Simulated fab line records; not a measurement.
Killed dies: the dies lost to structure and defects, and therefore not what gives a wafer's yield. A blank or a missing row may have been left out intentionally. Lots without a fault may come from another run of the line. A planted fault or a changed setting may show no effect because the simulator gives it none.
fab line records	flow nand-harc	part 1 of 2: steps 1 to 23 of 35
record: lots: 5	wafers: 15	last-day: 33
route steps=1302 shown A_CHANNEL_FILL_D2@629 A_STAIRCASE@639
lots that met no fault: taken from a fault-free run of the same line
start-h: the number of hours between the record's first day and the start of the first shown wafer of the lot	wait-h: time in hours since the lot's previous step	" same as the row above	L1.1+2: a single row standing in for several wafers	- either no value or no given start	* or withheld: withheld	< > ~ a bound
route shown NAME@n: NAME is a module with steps in the file, n the number in the route of the first one	usual: mean/standard deviation taken from wafers without a fault	same: alike in all rows	chamber/n: place in a boat	sites: the reading at each site	_std_site: their standard deviation	_edge_site: mean of outer sites minus mean of inner sites	radius-mm: how far each site lies from the wafer's centre	mask NAME#n: copy n	behind: the tool/chamber that last shaped the wafer	hold: why the lot was held/for how many hours/how that ended	device: transistor that didn't switch, given as n, p or np	end of line: at the end of the route, the tests of the same wafers	step lacking rows: just its recipe	killed: count of dies lost to structure and defects at first sort (not the wafer's yield)	map: shows each die of a wafer: x if killed, . if not, _ if none is there
set.NAME: the setting as run; set.NAME@STEP: as run at that earlier step	model.NAME: the simulator's own value behind a step, which no gauge read
lots at selected steps of the route; one table per step, one row per wafer
services: from which hour (start-h, from the record's first day; less than 0 if before it) a tool's chamber was out of use, for how many hours, and why
== steps ==
step: NHARC_A_CHANNEL_FILL_D2_STRIP_29
recipe: time-s: 20	o2-flow-sccm: 500	ar-flow-sccm: 0	bias-w: 0	chemistry: O2
usual: drypump-motor-current-A: 5.6/0.38	o2-flow-sccm: 500.2/1.4	oes-product-au: 1.002/0.012	rf-vpp-V: 57.5/0.94	showerhead-plenum-p-Torr: 3.44/0.13	throttle-valve-pct: 17.035/0.009
lot.wafer	tool	chamber	start-h	wait-h	drypump-motor-current-A	o2-flow-sccm	oes-product-au	rf-hours-counter-h	rf-vpp-V	showerhead-plenum-p-Torr	throttle-valve-pct
L083.1	rie-diel-02	3	-	-	5.6	500.4	1.004	0.9	58.4	3.57	17.027
L083.3	"	0	"	"	5.5	499.7	0.999	0.5	57.1	3.65	17.028
L083.5	"	3	"	"	5.6	499.7	1.005	-	57.0	3.57	17.036
L090.4	rie-diel-02	2	-	-	5.4	497.5	1.015	1.5	56.7	3.42	17.016
L090.2	"	3	"	"	5.6	498.0	1.001	2.3	57.2	3.57	17.050
L090.6	"	0	"	"	5.5	498.8	1.016	-	57.9	3.65	17.039
L093.4	rie-diel-03	1	-	-	5.2	501.7	1.023	1.7	56.2	3.30	17.043
L093.5	"	3	"	"	5.7	497.7	1.003	-	59.0	3.40	17.035
L093.6	"	0	"	"	6.2	499.0	0.985	-	58.4	3.40	17.036
L095.1	rie-diel-02	0	541.10	0.1	5.5	499.4	1.000	3.2	59.7	3.65	17.037
L095.5	"	1	"	"	6.1	499.4	0.978	-	57.6	3.32	17.036
L095.4	"	3	"	"	5.6	499.4	1.018	-	56.9	3.57	17.040
L096.4	rie-diel-02	3	-	-	5.6	500.4	1.002	3.8	59.2	3.57	17.037
L096.3	"	0	"	"	5.5	502.1	1.008	4.0	58.8	3.65	17.036
L096.5	"	2	"	"	5.4	499.8	1.006	-	56.9	3.42	17.038
step: NHARC_A_CHANNEL_FILL_D2_PRECLEAN_30
recipe: time-s: 30	chemistry: dHF
lot.wafer	tool	chamber	start-h	wait-h
L083.1+5+3	wet-bench-09	4,5,7	443.25	-
L090.2+6+4	wet-bench-06	1,2,3	497.40	-
L093.6+5+4	wet-bench-05	7,1,3	521.86	-
L095.5+1+4	wet-bench-05	7,0,4	541.20	-
L096.4+5+3	wet-bench-06	6,1,2	564.44	-
step: NHARC_A_CHANNEL_FILL_D2_SRD_31
lot.wafer	tool	chamber	start-h	wait-h
L083.1+5+3	wet-bench-09	4,5,7	443.28	0.0
L090.2+6+4	wet-bench-06	1,2,3	497.43	0.0
L093.6+5+4	wet-bench-05	7,1,3	521.89	0.0
L095.5+1+4	wet-bench-05	7,0,4	541.23	0.0
L096.4+5+3	wet-bench-06	6,1,2	564.47	0.0
step: NHARC_A_CHANNEL_FILL_D2_CVD_09
recipe: target-thk-a: 1500	temp-c: 620	pressure-mtorr: 200	time-s: 3000	material: poly-Si
usual: spike-tc-bottom-C: 641.4/2.1	spike-tc-centre-C: 620.7/1.1
lot.wafer	tool	chamber	start-h	wait-h	spike-tc-bottom-C	spike-tc-centre-C
L083.1	lpcvd-poly-02	0	445.62	2.3	638.7	622.6
L083.3	"	0	"	"	636.4	622.2
L083.5	"	0	"	"	637.9	620.8
L090.2	lpcvd-poly-01	0	499.70	2.3	643.1	620.5
L090.4	"	0	"	"	642.9	620.2
L090.6	"	0	"	"	642.3	621.1
L093.4	lpcvd-poly-01	0	524.14	2.2	643.4	619.2
L093.5	"	0	"	"	643.3	620.4
L093.6	"	0	"	"	643.6	620.1
L095.1	lpcvd-poly-04	0	543.66	-	642.3	620.1
L095.4	"	0	"	"	641.0	621.3
L095.5	"	0	"	"	641.5	619.7
L096.3	lpcvd-poly-02	0	566.80	2.3	638.4	621.8
L096.4	"	0	"	"	640.2	620.5
L096.5	"	0	"	"	637.7	622.1
step: NHARC_A_CHANNEL_FILL_D2_CMP_10
recipe: target-thk-nm: 150
usual: motor-current-A: 11.7/1	time-to-endpoint-s: 16.1/2.6
lot.wafer	tool	chamber	start-h	wait-h	motor-current-A	time-to-endpoint-s
L083.3	cmp-02	1	448.82	0.4	11.4	15.9
L083.1	"	2	"	"	10.9	14.0
L083.5	"	3	"	"	13.7	15.9
L090.4	cmp-02	2	502.89	0.4	11.0	15.3
L090.2	"	3	"	"	13.1	14.2
L090.6	"	3	"	"	14.0	12.2
L093.4	cmp-03	2	527.40	0.4	10.3	20.2
L093.6	"	3	"	"	12.6	19.4
L093.5	"	0	"	"	11.8	13.8
L095.1	cmp-03	2	546.88	0.4	10.4	16.7
L095.4	"	0	"	"	11.7	11.0
L095.5	"	2	"	"	10.8	18.1
L096.4	cmp-01	2	569.95	0.4	12.0	14.6
L096.3	"	1	"	"	11.1	13.7
L096.5	"	3	"	"	10.6	15.8
step: NHARC_A_CHANNEL_FILL_D2_SRD_12
lot.wafer	tool	chamber	start-h	wait-h
L083.5+1+3	wet-bench-06	4,6,7	449.07	0.0
L090.4+6+2	wet-bench-05	5,6,0	503.19	0.0
L093.5+4+6	wet-bench-09	7,1,3	527.62	0.0
L095.1+4+5	wet-bench-09	0,1,2	547.18	0.0
L096.4+3+5	wet-bench-09	2,4,6	570.24	0.0
step: NHARC_A_CHANNEL_FILL_D2_RTA_24
recipe: temp-c: 1000	time-s: 5
usual: lamp-power-pct: 27.0/1.3	wafer_temp_C_max: 1004.9/1.3
lot.wafer	tool	chamber	start-h	wait-h	lamp-power-pct	wafer_temp_C_max
L083.1	rtp-anneal-02	0	449.19	0.0	25.7	1004.6
L083.3	"	0	"	"	25.6	1005.6
L083.5	"	0	"	"	25.7	1003.9
L090.2	rtp-anneal-02	0	503.34	0.1	25.7	1006.2
L090.4	"	0	"	"	25.7	1004.4
L090.6	"	0	"	"	25.7	1004.4
L093.4	rtp-anneal-02	0	527.82	0.1	25.7	1004.1
L093.5	"	0	"	"	25.7	1004.3
L093.6	"	0	"	"	25.7	1003.9
L095.1	rtp-anneal-01	0	547.30	0.0	28.4	1005.5
L095.4	"	0	"	"	28.3	1005.6
L095.5	"	0	"	"	28.3	1006.7
L096.3	rtp-anneal-01	0	570.42	0.1	28.3	1008.2
L096.4	"	0	"	"	28.3	1005.6
L096.5	"	0	"	"	28.3	1004.9
step: NHARC_A_CHANNEL_FILL_D2_INSPECT_13
usual: raw-defect-count: 377/160
lot.wafer	tool	chamber	start-h	wait-h	raw-defect-count
L083.1	defect-inspect-02	-	449.38	0.2	346
L083.3	"	-	"	"	316
L083.5	"	-	"	"	588
L090.2	defect-inspect-01	-	503.51	0.1	263
L090.4	"	-	"	"	267
L090.6	"	-	"	"	190
L093.4	defect-inspect-02	-	527.94	0.1	512
L093.5	"	-	"	"	237
L093.6	"	-	"	"	445
L095.1	defect-inspect-01	-	547.50	0.2	210
L095.4	"	-	"	"	362
L095.5	"	-	"	"	363
L096.3	defect-inspect-02	-	570.56	0.1	357
L096.4	"	-	"	"	390
L096.5	"	-	"	"	309
step: NHARC_A_STAIRCASE_DEP_156
recipe: target-thk-a: 500	temp-c: 400	target-thk-nm: 50	flow-sccm: 200	rf-w: 450	material: SiNx
usual: heater-power-w: 703/120
lot.wafer	tool	chamber	start-h	wait-h	heater-power-w
L083.3	pecvd-02	1	449.45	0.1	895
L083.1	"	0	"	"	652
L083.5	"	2	"	"	477
L090.2	pecvd-04	1	503.64	0.1	706
L090.4	"	2	"	"	631
L090.6	"	0	"	"	598
L093.6	pecvd-04	1	528.09	0.1	582
L093.4	"	2	"	"	635
L093.5	"	0	"	"	680
L095.1	pecvd-02	1	547.60	0.1	978
L095.5	"	0	"	"	654
L095.4	"	1	"	"	978
L096.3	pecvd-04	1	570.71	0.2	647
L096.4	"	0	"	"	718
L096.5	"	1	"	"	646
step: NHARC_A_STAIRCASE_DEHYDRATE_158
recipe: temp-c: 150	time-s: 120
usual: heater-power-total-W: 182.6/1.2	plate-temp-C: 149.98/0.14
lot.wafer	tool	chamber	start-h	wait-h	heater-power-total-W	plate-temp-C
L083.1	litho-track-02	0	449.72	0.2	183.5	149.80
L083.3	"	0	"	"	182.9	149.96
L083.5	"	0	"	"	181.0	149.81
L090.2	litho-track-02	0	503.91	0.2	184.1	149.90
L090.4	"	0	"	"	183.2	149.99
L090.6	"	0	"	"	182.4	149.76
L093.4	litho-track-03	0	528.27	0.1	180.8	150.18
L093.5	"	0	"	"	184.2	150.10
L093.6	"	0	"	"	184.3	149.98
L095.1	litho-track-03	0	547.84	0.2	181.7	150.08
L095.4	"	0	"	"	184.5	150.12
L095.5	"	0	"	"	182.4	150.28
L096.3	litho-track-03	0	570.99	0.2	183.7	149.85
L096.4	"	0	"	"	181.6	149.90
L096.5	"	0	"	"	183.4	150.12
step: NHARC_A_STAIRCASE_HMDS_159
recipe: time-s: 30
lot.wafer	tool	chamber	start-h	wait-h
L083.1+3+5	litho-track-02	0	-	-
L090.2+4+6	litho-track-02	0	-	-
L093.4+5+6	litho-track-03	0	-	-
L095.1+4+5	litho-track-03	0	-	-
L096.3+4+5	litho-track-03	0	-	-
step: NHARC_A_STAIRCASE_COAT_160
recipe: spin-rpm: 1200
lot.wafer	tool	chamber	start-h	wait-h
L083.1+3+5	litho-track-02	0	-	-
L090.2+4+6	litho-track-02	0	-	-
L093.4+5+6	litho-track-03	0	-	-
L095.1+4+5	litho-track-03	0	-	-
L096.3+4+5	litho-track-03	0	-	-
step: NHARC_A_STAIRCASE_SOFTBAKE_161
recipe: temp-c: 135	time-s: 170
usual: heater-power-total-W: 134.5/1	plate-temp-C: 134.97/0.13
lot.wafer	tool	chamber	start-h	wait-h	heater-power-total-W	plate-temp-C
L083.1	litho-track-02	0	-	-	134.2	134.83
L083.3	"	0	"	"	133.2	134.90
L083.5	"	0	"	"	133.4	134.99
L090.2	litho-track-02	0	-	-	135.4	134.99
L090.4	"	0	"	"	133.3	134.86
L090.6	"	0	"	"	133.3	134.93
L093.4	litho-track-03	0	-	-	135.3	135.03
L093.5	"	0	"	"	136.2	134.84
L093.6	"	0	"	"	133.9	134.92
L095.1	litho-track-03	0	-	-	135.6	135.28
L095.4	"	0	"	"	133.7	135.06
L095.5	"	0	"	"	134.9	135.22
L096.3	litho-track-03	0	-	-	133.2	134.83
L096.4	"	0	"	"	136.3	134.95
L096.5	"	0	"	"	135.5	134.98
step: NHARC_A_STAIRCASE_EBR_162
lot.wafer	tool	chamber	start-h	wait-h
L083.1+3+5	litho-track-02	0	-	-
L090.2+4+6	litho-track-02	0	-	-
L093.4+5+6	litho-track-03	0	-	-
L095.1+4+5	litho-track-03	0	-	-
L096.3+4+5	litho-track-03	0	-	-
step: NHARC_A_STAIRCASE_EXPOSE_163
recipe: na: 0.5	dose-mj: 20.01	mask-id: STAIR_OPEN
usual: stage-vel-mm-s: 500.00/0.24
lot.wafer	tool	chamber	start-h	wait-h	mask	stage-vel-mm-s
L083.1	krf-scanner-04	0	450.05	-	STAIR_OPEN#0	500.23
L083.3	"	0	"	"	STAIR_OPEN#0	500.50
L083.5	"	0	"	"	STAIR_OPEN#0	500.24
L090.2	krf-scanner-03	0	504.12	-	STAIR_OPEN#0	499.90
L090.4	"	0	"	"	STAIR_OPEN#0	499.69
L090.6	"	0	"	"	STAIR_OPEN#0	499.72
L093.4	krf-scanner-02	0	528.62	-	STAIR_OPEN#0	499.94
L093.5	"	0	"	"	STAIR_OPEN#0	500.16
L093.6	"	0	"	"	STAIR_OPEN#0	499.95
L095.1	krf-scanner-02	0	548.05	-	STAIR_OPEN#0	499.90
L095.4	"	0	"	"	STAIR_OPEN#0	499.94
L095.5	"	0	"	"	STAIR_OPEN#0	500.17
L096.3	krf-scanner-04	0	571.41	-	STAIR_OPEN#0	500.39
L096.4	"	0	"	"	STAIR_OPEN#0	499.90
L096.5	"	0	"	"	STAIR_OPEN#0	499.83
step: NHARC_A_STAIRCASE_PEB_164
recipe: peb-temp-c: 115	peb-time-s: 130
usual: heater-power-total-W: 123.87/0.18	plate-temp-C: 114.95/0.12
lot.wafer	tool	chamber	start-h	wait-h	heater-power-total-W	plate-temp-C
L083.1	litho-track-07	0	450.12	0.1	123.42	114.81
L083.3	"	0	"	"	124.00	114.81
L083.5	"	0	"	"	123.67	114.89
L090.2	litho-track-07	0	504.19	0.1	123.63	114.84
L090.4	"	0	"	"	123.87	114.97
L090.6	"	0	"	"	123.86	115.07
L093.4	litho-track-03	0	528.68	0.0	123.64	114.83
L093.5	"	0	"	"	123.96	114.78
L093.6	"	0	"	"	123.68	114.89
L095.1	litho-track-02	0	548.12	0.1	123.80	115.01
L095.4	"	0	"	"	123.94	115.02
L095.5	"	0	"	"	124.05	115.07
L096.3	litho-track-02	0	571.46	0.1	124.06	114.97
L096.4	"	0	"	"	124.07	114.83
L096.5	"	0	"	"	123.63	114.85
step: NHARC_A_STAIRCASE_DEVELOP_165
recipe: time-s: 140
lot.wafer	tool	chamber	start-h	wait-h
L083.1+3+5	litho-track-07	0	-	-
L090.2+4+6	litho-track-07	0	-	-
L093.4+5+6	litho-track-03	0	-	-
L095.1+4+5	litho-track-02	0	-	-
L096.3+4+5	litho-track-02	0	-	-
step: NHARC_A_STAIRCASE_HARDBAKE_167
recipe: temp-c: 120	time-s: 140
usual: heater-power-total-W: 127.30/0.19
lot.wafer	tool	chamber	start-h	wait-h	heater-power-total-W
L083.1	litho-track-07	0	450.34	-	127.56
L083.3	"	0	"	"	126.99
L083.5	"	0	"	"	127.09
L090.2	litho-track-02	0	504.41	-	127.28
L090.4	"	0	"	"	127.30
L090.6	"	0	"	"	127.47
L093.4	litho-track-02	0	528.91	-	127.31
L093.5	"	0	"	"	127.37
L093.6	"	0	"	"	127.08
L095.1	litho-track-07	0	548.34	-	126.90
L095.4	"	0	"	"	127.00
L095.5	"	0	"	"	127.40
L096.3	litho-track-02	0	571.69	-	127.19
L096.4	"	0	"	"	126.89
L096.5	"	0	"	"	127.53
step: NHARC_A_STAIRCASE_DESCUM_168
recipe: time-s: 3	o2-flow-sccm: 200	ar-flow-sccm: 0	bias-power-w: 0	chemistry: O2
usual: drypump-motor-current-A: 5.8/0.33	o2-flow-sccm: 199.9/0.59	oes-product-au: 1.004/0.011	rf-vpp-V: 57.8/0.92	showerhead-plenum-p-Torr: 1.92/0.11	throttle-valve-pct: 11.311/0.0091
lot.wafer	tool	chamber	start-h	wait-h	drypump-motor-current-A	o2-flow-sccm	oes-product-au	rf-hours-counter-h	rf-vpp-V	showerhead-plenum-p-Torr	throttle-valve-pct
L083.1	rie-diel-01	3	450.51	-	5.8	199.9	1.020	21	59.9	2.05	11.304
L083.3	"	0	"	"	5.4	199.6	0.992	23	56.0	1.93	11.309
L083.5	"	1	"	"	6.3	199.8	1.013	-	57.3	1.80	11.306
L090.4	rie-diel-01	1	504.50	-	6.4	199.6	1.019	41	56.3	1.79	11.313
L090.2	"	3	"	"	5.8	199.9	1.023	39	58.2	2.05	11.328
L090.6	"	1	"	"	6.3	199.5	1.006	-	58.4	1.79	11.303
L093.4	rie-diel-06	0	528.99	-	5.6	199.5	1.012	12	58.3	1.83	11.314
L093.6	"	3	"	"	5.9	200.3	0.983	-	58.7	1.84	11.303
L093.5	"	0	"	"	5.6	199.5	1.013	-	57.6	1.83	11.313
L095.1	rie-diel-12	2	548.44	-	6.2	200.2	1.014	35	58.1	1.82	11.297
L095.4	"	3	"	"	5.8	199.7	1.023	29	58.9	2.07	11.327
L095.5	"	1	"	"	5.7	200.3	0.989	-	57.3	1.97	11.316
L096.3	rie-diel-12	2	571.78	-	6.2	199.1	1.017	41	56.3	1.81	11.298
L096.4	"	3	"	"	5.8	199.9	1.015	35	59.8	2.06	11.315
L096.5	"	2	"	"	6.2	201.4	1.006	-	57.2	1.81	11.301
step: NHARC_A_STAIRCASE_ETCH_169
recipe: target-depth-a: 500	time-s: 107.1	ion-energy-ev: 120	ch3f-flow-sccm: 50	o2-flow-sccm: 30	ar-flow-sccm: 200	rf-w: 500	bias-w: 100	chemistry: CH3F/O2
usual: drypump-motor-current-A: 5.8/0.34	o2-flow-sccm: 29.99/0.085	oes-product-au: 0.966/0.017	rf-vpp-V: 244.5/2	showerhead-plenum-p-Torr: 2.47/0.13	throttle-valve-pct: 20.663/0.0088
lot.wafer	tool	chamber	start-h	wait-h	drypump-motor-current-A	o2-flow-sccm	oes-product-au	rf-hours-counter-h	rf-vpp-V	showerhead-plenum-p-Torr	throttle-valve-pct
L083.1	rie-diel-01	2	450.59	0.1	5.7	30.01	0.966	18	242.3	2.28	20.662
L083.3	"	0	"	"	5.4	29.88	0.977	23	242.8	2.47	20.663
L083.5	"	1	"	"	6.4	30.07	0.974	-	243.2	2.32	20.648
L090.2	rie-diel-01	3	504.59	0.1	5.8	29.91	0.987	39	246.5	2.63	20.655
L090.4	"	0	"	"	5.4	30.05	0.967	41	244.0	2.47	20.680
L090.6	"	2	"	"	5.7	29.97	0.985	-	242.8	2.27	20.672
L093.4	rie-diel-06	2	529.08	0.1	5.0	30.03	0.985	13	246.7	2.61	20.656
L093.6	"	1	"	"	5.7	29.94	0.972	-	243.5	2.44	20.649
L093.5	"	2	"	"	5.0	30.04	0.979	-	246.6	2.61	20.672
L095.4	rie-diel-12	1	548.51	0.1	5.8	30.09	0.955	33	244.9	2.53	20.670
L095.1	"	3	"	"	5.8	30.03	0.997	29	246.0	2.65	20.660
L095.5	"	2	"	"	6.2	29.84	0.974	-	244.0	2.34	20.657
L096.4	rie-diel-12	2	571.87	0.1	6.2	29.97	0.961	41	242.1	2.34	20.663
L096.3	"	3	"	"	5.8	29.94	0.993	35	246.6	2.65	20.654
L096.5	"	2	"	"	6.2	29.95	0.979	-	243.5	2.34	20.669
step: NHARC_A_STAIRCASE_ETCH_170
recipe: target-depth-a: 2000	time-s: 66.667	ion-energy-ev: 250	c4f6-flow-sccm: 25	o2-flow-sccm: 20	ar-flow-sccm: 500	rf-w: 600	bias-w: 500	chemistry: C4F6/O2
usual: drypump-motor-current-A: 5.8/0.32	o2-flow-sccm: 19.99/0.058	oes-product-au: 0.980/0.014	rf-vpp-V: 547/4	showerhead-plenum-p-Torr: 3.94/0.19	throttle-valve-pct: 26.904/0.0092
lot.wafer	tool	chamber	start-h	wait-h	drypump-motor-current-A	o2-flow-sccm	oes-product-au	rf-hours-counter-h	rf-vpp-V	showerhead-plenum-p-Torr	throttle-valve-pct
L083.3	rie-diel-01	2	-	-	5.7	19.98	0.997	18	540	3.66	26.904
L083.1	"	1	"	"	6.4	20.05	0.983	21	542	3.71	26.909
L083.5	"	2	"	"	5.7	19.99	0.994	-	541	3.66	26.902
L090.4	rie-diel-01	3	-	-	5.8	20.08	1.015	39	551	4.17	26.892
L090.2	"	1	"	"	6.4	20.01	0.985	41	543	3.70	26.891
L090.6	"	0	"	"	5.4	20.08	0.981	-	547	3.94	26.916
L093.4	rie-diel-06	1	-	-	5.7	20.16	0.981	12	546	3.90	26.894
L093.5	"	0	"	"	5.6	19.91	0.978	-	544	3.76	26.897
L093.6	"	1	"	"	5.7	19.97	0.982	-	547	3.90	26.911
L095.1	rie-diel-12	2	-	-	6.2	20.03	0.985	35	543	3.74	26.895
L095.4	"	1	"	"	5.8	20.03	0.963	33	550	4.02	26.907
L095.5	"	3	"	"	5.9	20.02	1.003	-	551	4.21	26.926
L096.4	rie-diel-12	2	-	-	6.2	20.04	0.982	41	543	3.74	26.890
L096.3	"	3	"	"	5.8	19.96	0.991	35	553	4.20	26.900
L096.5	"	2	"	"	6.2	20.05	0.974	-	543	3.74	26.924
step: NHARC_A_STAIRCASE_STRIP_171
recipe: power-w: 1500	temp-c: 250	chemistry: O2
usual: drypump-motor-current-A: 5.27/0.3	heater-power-w: 335/42
lot.wafer	tool	chamber	start-h	wait-h	drypump-motor-current-A	heater-power-w	rf-hours-counter-h
L083.1	plasma-asher-02	0	450.81	-	5.23	344	2
L083.3	"	0	"	"	5.23	355	-
L083.5	"	1	"	"	4.77	380	-
L090.2	plasma-asher-02	0	504.86	-	5.25	356	13
L090.4	"	1	"	"	4.76	372	-
L090.6	"	0	"	"	5.20	353	-
L093.4	plasma-asher-01	1	529.70	-	5.45	260	-
L093.5	"	0	"	"	5.58	353	-
L093.6	"	1	"	"	5.45	263	-
L095.1	plasma-asher-02	1	548.75	-	4.77	373	23
L095.4	"	1	"	"	4.76	371	-
L095.5	"	0	"	"	5.21	346	-
L096.3	plasma-asher-01	1	572.18	-	5.44	264	-
L096.4	"	0	"	"	5.52	361	-
L096.5	"	0	"	"	5.51	359	-
step: NHARC_A_STAIRCASE_STRIP_172
recipe: time-s: 900	temp-c: 130	chemistry: SPM
lot.wafer	tool	chamber	start-h	wait-h
L083.3+5+1	wet-bench-07	5,6,0	451.16	0.2
L090.2+4+6	wet-bench-07	0,1,2	505.21	0.3
L093.4+6+5	wet-bench-07	0,3,4	529.92	0.2
L095.1+4+5	wet-bench-04	4,5,0	549.11	0.3
L096.5+3+4	wet-bench-04	7,0,1	572.46	0.1
